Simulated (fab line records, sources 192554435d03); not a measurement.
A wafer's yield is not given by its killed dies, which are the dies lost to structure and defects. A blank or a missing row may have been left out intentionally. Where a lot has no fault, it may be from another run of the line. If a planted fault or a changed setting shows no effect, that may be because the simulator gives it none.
fab line records | flow n5Finfet
record lots=5 wafers=15 lastDay=19
route steps=1938 shown BEOL_M14@1758 PASSIVATION@1936
lots with no fault: from the same line, run without faults
startH: the number of hours between the record's first day and the start of the first shown wafer of the lot | waitH: time in hours since the lot's previous step | " same as the row above | L1.1+2: one row covering several wafers at once | - no value present, or no start provided | * or withheld: withheld | < > ~ a bound
route shown NAME@n: names a module that has steps shown in the file, with the first one's number in the route | usual: the fault-free wafers' mean and standard deviation | same: alike in all rows | chamber/n: place in a boat | sites: the reading at each site | _std_site: standard deviation of those values | _edge_site: inner sites' mean taken away from outer sites' mean | radiusMm: how far each site lies from the wafer's centre | mask NAME#n: copy n | behind: the most recent tool/chamber to have shaped the wafer | hold: why the lot went on hold/how many hours it stayed there/how the hold came to an end | device: the n, p or np transistor that did not switch | end of line: the tests these same wafers got at the end of their route | where a step has no rows: the recipe by itself | killed: the dies lost at the first sort to structure and to defects; this is not the yield of the wafer | map: a wafer's dies, marking killed ones x, the rest . and places with no die _
set.NAME: the setting the step ran with; set.NAME@STEP: the setting that earlier step ran with | model.NAME: the simulator's own value behind a step, which no gauge read
lots seen at some steps along the route; tables by step, rows by wafer
services: a tool's chamber out of use, with start hour (startH, from the record's first day; less than 0 if before it), hours out, and reason
## steps
# step N5_BEOL_M14_PRECLEAN_39
# recipe chemistry=residueRemover timeS=60 tempC=40
# step N5_BEOL_M14_SRD_40
# recipe timeS=30 tempC=23 rinseLiquid=diw dry=n2Spin spinRpm=1500 dryTimeS=30
# step N5_BEOL_M14_DEGAS_41
# recipe ambient=vacuum tempC=300 timeS=60
# usual heaterPowerW=448/34
# columns lot.wafer tool chamber startH waitH heaterPowerW
L328.2 pvdSputter-03 - 274.66 0.1 489
L328.3 " - " " 463
L328.5 " - " " 477
L331.1 pvdSputter-03 - 294.03 0.4 462
L331.2 " - " " 449
L331.5 " - " " 391
L330.1 pvdSputter-01 - 294.13 0.4 495
L330.2 " - " " 414
L330.5 " - " " 454
L340.3 pvdSputter-02 - 354.85 0.3 430
L340.5 " - " " 464
L340.6 " - " " 426
L345.2 pvdSputter-01 - 425.35 0.1 465
L345.5 " - " " 459
L345.6 " - " " 424
# step N5_BEOL_M14_PRE_CLEAN_42
# recipe gas=H2/He timeS=30 tempC=300
# usual heaterPowerW=448/34
# columns lot.wafer tool chamber startH waitH heaterPowerW
L328.2 pvdSputter-03 - 274.70 0.0 499
L328.3 " - " " 443
L328.5 " - " " 477
L331.1 pvdSputter-03 - 294.07 0.0 468
L331.2 " - " " 442
L331.5 " - " " 382
L330.1 pvdSputter-01 - 294.17 0.0 506
L330.2 " - " " 428
L330.5 " - " " 462
L340.3 pvdSputter-02 - 354.89 0.0 425
L340.5 " - " " 471
L340.6 " - " " 424
L345.2 pvdSputter-01 - 425.39 0.0 466
L345.5 " - " " 450
L345.6 " - " " 410
# step N5_BEOL_M14_SPUTTER_43
# recipe material=TaN targetThkA=150 tempC=50 biasV=168.6 powerW=15000 chamberPressurePa=0.12 timeS=24.19
# usual throttleValvePct=29.6/1.3
# columns lot.wafer tool chamber startH waitH throttleValvePct
L328.2 pvdSputter-03 - 274.74 0.0 28.9
L328.3 " - " " 28.1
L328.5 " - " " 30.6
L331.1 pvdSputter-03 - 294.11 0.0 30.6
L331.2 " - " " 28.2
L331.5 " - " " 27.3
L330.1 pvdSputter-01 - 294.21 0.0 29.6
L330.2 " - " " 28.4
L330.5 " - " " 31.9
L340.3 pvdSputter-02 - 354.93 0.0 31.5
L340.5 " - " " 29.8
L340.6 " - " " 29.4
L345.2 pvdSputter-01 - 425.43 0.0 31.6
L345.5 " - " " 31.6
L345.6 " - " " 28.2
# step N5_BEOL_M14_SPUTTER_44
# recipe material=Ta targetThkA=150 tempC=50 biasV=80 powerW=15000 chamberPressurePa=0.07 timeS=24.19
# step N5_BEOL_M14_SPUTTER_45
# recipe material=Cu targetThkA=1000 tempC=-20 biasV=60 powerW=26000 chamberPressurePa=0.13 timeS=16.67
# usual throttleValvePct=29.6/1.3
# columns lot.wafer tool chamber startH waitH throttleValvePct
L328.2 pvdSputter-03 - 274.90 0.0 29.2
L328.3 " - " " 27.9
L328.5 " - " " 31.1
L331.1 pvdSputter-03 - 294.27 0.0 30.6
L331.2 " - " " 28.3
L331.5 " - " " 27.5
L330.1 pvdSputter-01 - 294.37 0.0 29.7
L330.2 " - " " 28.3
L330.5 " - " " 31.5
L340.3 pvdSputter-02 - 355.09 0.0 31.5
L340.5 " - " " 29.7
L340.6 " - " " 29.5
L345.2 pvdSputter-01 - 425.59 0.0 31.6
L345.5 " - " " 31.7
L345.6 " - " " 28.3
# step N5_BEOL_M14_ECD_47
# recipe material=Cu targetThkA=12480
# step N5_BEOL_M14_ANNEAL_48
# recipe tempC=225 timeS=90 ambient=N2
# step N5_BEOL_M14_CMP_49
# recipe stopOn=SiO2 tOverpolishS=5.2 downForcePsi=2 platenRpm=80 clearingPlatenDownForcePsi=2 clearingPlatenRpm=80 postCmpClean=cuAlkaline targetThkNm=560 clearingPlatenPadVelocityMS=1.5917 padVelocityMS=1.5917
# usual barrierFieldEndpointS=11.43/0.29 motorCurrentA=8.5/1.2 overpolishRunS=5.199/0.0094 timeToEndpointS=123/4.5
# columns lot.wafer tool chamber startH waitH barrierFieldEndpointS motorCurrentA overpolishRunS timeToEndpointS
L328.2 cmp-04 1 275.90 0.2 11.26 7.2 5.202 117
L328.3 " 3 " " 11.69 11.4 5.198 124
L328.5 " 1 " " 11.38 7.5 5.190 123
L331.2 cmp-03 3 294.93 0.3 10.89 7.3 5.185 115
L331.1 " 0 " " 11.07 8.1 5.200 115
L331.5 " 2 " " 11.57 7.4 5.195 127
L330.1 cmp-04 2 295.15 0.3 11.04 8.9 5.184 118
L330.2 " 0 " " 11.23 8.3 5.182 117
L330.5 " 3 " " 10.92 11.0 5.194 119
L340.3 cmp-04 1 356.00 0.2 11.16 7.1 5.208 120
L340.5 " 0 " " 11.12 8.4 5.224 119
L340.6 " 1 " " 11.00 7.8 5.207 118
L345.2 cmp-04 3 426.20 0.2 11.50 10.8 5.191 121
L345.5 " 3 " " 11.42 10.8 5.197 122
L345.6 " 0 " " 11.60 8.1 5.198 126
# step N5_BEOL_M14_THK_MEAS_50
# recipe thkMeasGauge=xrf reads=Cu_of_BEOL_M14_ECD_47
# usual M14_THK=537/14
# columns lot.wafer tool chamber startH waitH M14_THK[nm]
L328.2 filmMetro-01 - 276.16 - 530
L328.3 " - " " 531
L328.5 " - " " 537
L331.1 filmMetro-01 - 295.19 - 568
L331.2 " - " " 552
L331.5 " - " " 548
L330.1 filmMetro-01 - 295.44 - 540
L330.2 " - " " 540
L330.5 " - " " 514
L340.3 filmMetro-01 - 356.26 - 532
L340.5 " - " " 534
L340.6 " - " " 533
L345.2 filmMetro-02 - 426.49 - 549
L345.5 " - " " 542
L345.6 " - " " 567
# step N5_BEOL_M14_PRE_CLEAN_52
# recipe gas=NH3 timeS=15 tempC=withheld rfPowerW=300
# step N5_BEOL_M14_DEP_53
# recipe material=SiCN targetThkA=500 tempC=withheld precursor=3MS/NH3 pressureTorr=3 rfW=675 timeS=17.8
# usual showerheadPlenumPTorr=4.156/0.019 throttleValvePct=17.6/0.89
# columns lot.wafer tool chamber startH waitH showerheadPlenumPTorr throttleValvePct model.SiCN_of_BEOL_M14_DEP_53.thkNm
L328.2 pecvd-01 2 276.22 0.0 4.130 16.3 49.8
L328.3 " 1 " " 4.154 18.4 50
L328.5 " 1 " " 4.165 18.2 50.8
L331.1 pecvd-04 1 295.25 0.0 4.172 17.2 50
L331.2 " 2 " " 4.153 16.7 50.2
L331.5 " 0 " " 4.161 18.0 50
L330.1 pecvd-01 0 295.50 0.0 4.195 18.6 73.4
L330.2 " 1 " " 4.158 18.2 50
L330.5 " 1 " " 4.164 18.0 50.8
L340.3 pecvd-04 0 356.32 0.0 4.153 18.4 49.2
L340.5 " 2 " " 4.160 17.2 50.4
L340.6 " 0 " " 4.153 18.1 49.8
L345.2 pecvd-03 2 426.55 0.0 4.139 16.1 49.8
L345.5 " 0 " " 4.149 19.0 50.2
L345.6 " 1 " " 4.145 17.5 51
# step N5_BEOL_M14_RS_MEAS_54
# recipe thkMeasGauge=four-point-probe reads=Cu_of_BEOL_M14_ECD_47+Ta_of_BEOL_M14_SPUTTER_44+TaN_of_BEOL_M14_SPUTTER_43
# usual M14_RS=0.0337/0.00089
# columns lot.wafer tool chamber startH waitH M14_RS[ohm/sq]
L328.2 filmMetro-01 - 276.29 0.1 0.0344
L328.3 " - " " 0.0344
L328.5 " - " " 0.0339
L331.1 filmMetro-01 - 295.32 0.0 0.0317
L331.2 " - " " 0.0330
L331.5 " - " " 0.0330
L330.1 filmMetro-01 - 295.57 0.0 0.0335
L330.2 " - " " 0.0337
L330.5 " - " " 0.0352
L340.3 filmMetro-01 - 356.39 0.1 0.0340
L340.5 " - " " 0.0342
L340.6 " - " " 0.0340
L345.2 filmMetro-02 - 426.62 0.1 0.0328
L345.5 " - " " 0.0332
L345.6 " - " " 0.0317
# step N5_PASSIVATION_PROBE_49
# usual defectLimitedYield=91.0/1.3 killed_at_M0_to_M3=33/10 killed_at_M4_up=14/5.6 killedAtContacts=12/5.8 killedAtFrontEnd=43/11 killedAtOther=4.1/2.8 killedDies=106/15 killedOpen=70/12 killedShort=34/7.5 sort_bin_4_leakage=0.00/0.0099 sort_bin_5_function=5.3/0.88 sort_bin_6_memory=3.3/0.64 sort_bin_8_speed=0.00/0.016 sortNPass=1074/15 sortYieldPct=91.0/1.3
# same grossDies=1180 killedAtBackSide=0
# columns lot.wafer tool chamber startH waitH defectLimitedYield[%] killed_at_M0_to_M3 killed_at_M4_up killedAtContacts killedAtFrontEnd killedAtOther killedDies killedOpen killedShort sort_bin_4_leakage[%] sort_bin_5_function[%] sort_bin_6_memory[%] sort_bin_8_speed[%] sortNPass sortYieldPct[%]
L328.2 prober-01 - 299.00 0.1 89.4 43 17 7 56 2 125 82 38 0 5.8 4.2 0 1055 89.4
L328.3 prober-01 - 299.05 0.1 91.4 35 14 10 38 5 102 66 34 0 4.6 3.8 0 1078 91.4
L328.5 prober-01 - 299.15 0.2 91.4 34 22 5 39 1 101 62 32 0 5.2 3.0 0 1079 91.4
L331.1 prober-02 - 313.92 0.0 92.6 24 8 6 44 5 87 65 20 0 4.1 2.9 0 1093 92.6
L331.2 prober-02 - 313.97 0.1 93.6 24 4 5 40 2 75 49 24 0 3.6 2.5 0.08 1105 93.6
L331.5 prober-02 - 314.12 0.2 89.7 38 12 17 47 8 122 99 21 0 5.8 4.3 0 1058 89.7
L330.1 prober-01 - 317.49 0.0 90.7 14 19 23 51 3 110 86 19 0 4.7 4.2 0 1070 90.7
L330.2 prober-01 - 317.54 0.1 90.3 26 10 17 59 3 115 80 33 0 5.8 3.8 0 1065 90.3
L330.5 prober-01 - 317.69 0.2 88.3 44 13 15 61 5 138 86 50 0 5.8 5.0 0 1042 88.3
L345.2 prober-01 - 450.01 0.1 90.8 45 7 8 37 11 108 68 35 0 5.2 3.5 0 1072 90.8
L345.5 prober-01 - 450.16 0.2 91.0 28 17 13 35 13 106 66 35 0 4.9 3.6 0 1074 91.0
L345.6 prober-01 - 450.21 0.3 91.4 36 8 12 36 9 101 60 38 0 4.5 3.2 0 1079 91.4
# killed by level:class
L328.2 FIN_SAQP:geometricParticle:short=11 FIN_SAQP:geometricParticle:open=10 BEOL_M2:geometricParticle:open=10 STI_FIN_REVEAL:geometricParticle:open=9 BEOL_M3:geometricParticle:open=9 BEOL_M0_SAQP:geometricParticle:open=8 BEOL_M1:geometricParticle:open=8 BEOL_M4:geometricParticle:open=7
L328.3 MOL_CONTACT_COAG:geometricParticle:open=8 STI_FIN_REVEAL:geometricParticle:open=7 BEOL_M1:geometricParticle:open=7 BEOL_M0_SAQP:geometricParticle:short=6 STARTING-WAFER:geometricParticle:open=6 GATE_CUT:geometricParticle:short=5 BEOL_M3:geometricParticle:open=5 FIN_SAQP:geometricParticle:short=4
L328.5 STI_FIN_REVEAL:geometricParticle:open=9 BEOL_M4:geometricParticle:open=7 FIN_SAQP:geometricParticle:short=6 BEOL_M0_SAQP:geometricParticle:short=6 BEOL_M0_SAQP:geometricParticle:open=6 MOL_CONTACT_COAG:geometricParticle:open=5 BEOL_M3:geometricParticle:open=5 FIN_SAQP:geometricParticle:open=4
L331.1 FIN_SAQP:geometricParticle:open=14 STI_FIN_REVEAL:geometricParticle:open=11 BEOL_M1:geometricParticle:open=8 BEOL_M0_SAQP:geometricParticle:short=6 BEOL_M2:geometricParticle:open=5 DUMMY_GATE:geometricParticle:open=4 MOL_CONTACT_COAG:geometricParticle:open=4 BEOL_M0_SAQP:geometricParticle:open=4
L331.2 STI_FIN_REVEAL:geometricParticle:open=12 FIN_SAQP:geometricParticle:short=6 BEOL_M0_SAQP:geometricParticle:open=6 FIN_SAQP:geometricParticle:open=5 GATE_CUT:geometricParticle:short=5 BEOL_M1:geometricParticle:open=5 BEOL_M0_SAQP:geometricParticle:short=4 STARTING-WAFER:geometricParticle:open=4
L331.5 FIN_SAQP:geometricParticle:open=15 MOL_CONTACT_COAG:geometricParticle:open=14 STI_FIN_REVEAL:geometricParticle:open=13 BEOL_M0_SAQP:geometricParticle:open=8 BEOL_M3:geometricParticle:open=8 BEOL_M0:geometricParticle:open=6 BEOL_M1:geometricParticle:open=6 BEOL_M2:geometricParticle:open=6
L330.1 MOL_CONTACT_COAG:geometricParticle:open=19 FIN_SAQP:geometricParticle:open=18 STI_FIN_REVEAL:geometricParticle:open=10 BEOL_M4:geometricParticle:open=10 FIN_SAQP:geometricParticle:short=6 DUMMY_GATE:geometricParticle:open=5 ILD0:geometricParticle:open=4 MOL_CONTACT_COAG:geometricParticle:short=4
L330.2 FIN_SAQP:geometricParticle:open=25 MOL_CONTACT_COAG:geometricParticle:open=16 FIN_SAQP:geometricParticle:short=11 BEOL_M2:geometricParticle:open=9 STI_FIN_REVEAL:geometricParticle:open=6 DUMMY_GATE:geometricParticle:open=4 STARTING-WAFER:geometricParticle:short=4 BEOL_M1:geometricParticle:open=3
L330.5 FIN_SAQP:geometricParticle:short=13 MOL_CONTACT_COAG:geometricParticle:open=13 FIN_SAQP:geometricParticle:open=12 BEOL_M0_SAQP:geometricParticle:short=11 BEOL_M0_SAQP:geometricParticle:open=10 STI_FIN_REVEAL:geometricParticle:open=9 BEOL_M1:geometricParticle:open=6 BEOL_M3:geometricParticle:open=6
L345.2 FIN_SAQP:geometricParticle:open=14 BEOL_M0_SAQP:geometricParticle:open=10 BEOL_M2:geometricParticle:open=8 STI_FIN_REVEAL:geometricParticle:open=7 MOL_CONTACT_COAG:geometricParticle:open=6 BEOL_M0_SAQP:geometricParticle:short=6 BEOL_M1:geometricParticle:open=6 BEOL_M2:geometricParticle:short=6
L345.5 MOL_CONTACT_COAG:geometricParticle:open=9 STI_FIN_REVEAL:geometricParticle:open=9 BEOL_M1:geometricParticle:open=8 FIN_SAQP:geometricParticle:open=6 BEOL_M0_SAQP:geometricParticle:open=5 STARTING-WAFER:geometricParticle:short=5 MOL_CONTACT_COAG:geometricParticle:short=4 BEOL_M2:geometricParticle:open=4
L345.6 MOL_CONTACT_COAG:geometricParticle:open=10 STI_FIN_REVEAL:geometricParticle:open=9 BEOL_M3:geometricParticle:open=7 BEOL_M2:geometricParticle:open=7 BEOL_M0_SAQP:geometricParticle:short=5 BEOL_M1:geometricParticle:open=5 FIN_SAQP:geometricParticle:open=4 GATE_CUT:geometricParticle:short=4
## services
# columns tool chamber startH hours kind
pecvd-03 0 252.11 5.5 scheduledDown
cmp-04 - 255.29 0.5 repair
cmp-04 - 261.01 0.4 repair
cmp-03 - 273.17 2.1 repair
pecvd-04 - 285.39 1.9 repair
pecvd-01 - 286.63 6.0 pm
pvdSputter-02 - 302.85 7.1 repair
cmp-03 - 303.06 0.2 repair
cmp-04 - 308.56 6.1 pm
pvdSputter-01 - 320.59 12.8 repair
pecvd-03 0 331.91 2.1 scheduledDown
pecvd-03 2 336.06 4.2 repair
pecvd-01 0 355.42 16.5 scheduledDown
cmp-04 - 363.26 14.0 pm
pecvd-03 0 363.33 5.6 repair
pecvd-04 0 367.23 5.5 scheduledDown
cmp-03 - 372.69 1.3 repair
pecvd-01 1 383.62 - clean
pecvd-01 1 383.62 - consumableReplace:showerhead
pecvd-01 1 383.62 29.0 scheduledDown
pecvd-01 1 383.62 29.0 ventCycle
pvdSputter-02 - 406.65 1.3 repair
pecvd-04 - 413.67 14.6 pm
pecvd-01 2 418.72 2.1 scheduledDown
## key
firstSign none at tools or gauges
modelEffect step=N5_BEOL_M14_DEP_53 value=SiCN_of_BEOL_M14_DEP_53.thkNm without=49.4 struck=73.4
metAt N5_BEOL_M14_DEP_53
struckWafers L330.1
fault kind=processParameterDrift tool=pecvd-01 chamber=0 onsetH=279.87 steps=N5_BEOL_M14_DEP_53 channel=timeS offset=* shape=step endH=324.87 actsIn=* stated=*
